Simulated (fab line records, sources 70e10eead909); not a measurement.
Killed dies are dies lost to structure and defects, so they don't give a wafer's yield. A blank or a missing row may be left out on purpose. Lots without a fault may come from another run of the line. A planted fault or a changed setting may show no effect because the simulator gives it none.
Problem report in the 8D (eight disciplines) form, filled by code | flow nand_harc | the parts of the form that need people (team, actions taken, sign-off) are left out

1. THE PROBLEM
killed_at_periphery at NHARC_END_SORT_01 reads a mean of 23.7 on 3 wafers of 2 lots; wafers without a fault read 4.3 with a standard deviation of 2.8. That is +6.9 standard deviations from the usual mean.
First seen on wafer L500.1, day 31 01:16, on prober-01. The record holds 6 wafers of 2 lots with a number at this step. Rule for "out", or "out of limits": more than 4 standard deviations from the usual mean. The other wafers with a number count as sound.

2. WHAT IT IS AND WHAT IT IS NOT
question                    | is                     | is not
which readings at this step | killed_at_periphery    | killed_at_array, killed_open
which lots                  | L500, L501             | -
which wafers of those lots  | L500.1, L501.2, L501.3 | L500.4, L500.5, L501.4
read on which gauges        | prober-01, prober-02   | -
when                        | from day 31 01:16      | up to then (0 sound wafers); but 3 sound wafers of L500, L501 came after

3. SUSPECTS, AND WHAT RULES EACH OUT
Counting: a tool at a process step up to the reading stays a suspect if it ran every lot that is out. Sound lots after the first of them don't rule it out here, since some wafers of a struck lot are sound.
- the gauge at NHARC_END_SORT_01: ruled out. The wafers that are out were read on 2 gauges (prober-01, prober-02).
- cvd_w-02 at NHARC_P_CONTACT_CVD_23 (deposits W, target thk 200 nm, time 557 s): kept. It ran every lot that is out, first L500 (day 8 13:29).
- Within cvd_w-02 at NHARC_P_CONTACT_CVD_23: the wafers that are out ran in chamber 0; their sound lot-mates ran in chamber 1.
Left after counting: cvd_w-02 at NHARC_P_CONTACT_CVD_23.

4. THE CAUSE (what the simulator had put in)
Chamber particle source: cvd_w-02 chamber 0, from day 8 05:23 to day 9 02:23, at NHARC_P_CONTACT_CVD_23. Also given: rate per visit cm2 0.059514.
Counting left only this tool.

5. THE CHAIN OF EFFECTS, in route order
Each row: a reading whose mean over the struck wafers that have a number lies more than 3 standard deviations from the usual. Only readings for which the record gives a usual standard deviation are gone through. hours: the time from each lot's start at the first step in this table that gives one to its start at this step, as a median over the lots. sigmas: the change in usual standard deviations.
hours | step              | reading             | usual | on struck wafers | change | sigmas
0     | NHARC_END_SORT_01 | killed_at_periphery | 4.3   | 23.7             | +19.4  | +6.9

6. WHAT WOULD HAVE CAUGHT IT SOONER
In this record the first reading out of limits at a measuring or inspecting step was taken at day 31 01:16, 548 hours after the fault began at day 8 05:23.
Of the tool readings at NHARC_P_CONTACT_CVD_23 for which the record gives a usual standard deviation, none was out on any struck wafer, so an alarm limit of 4 standard deviations on them would not have fired.
All the lots that are out (2) had begun NHARC_P_CONTACT_CVD_23 on cvd_w-02 by day 31 01:16. A hold on the tool at that time would have spared none of them.
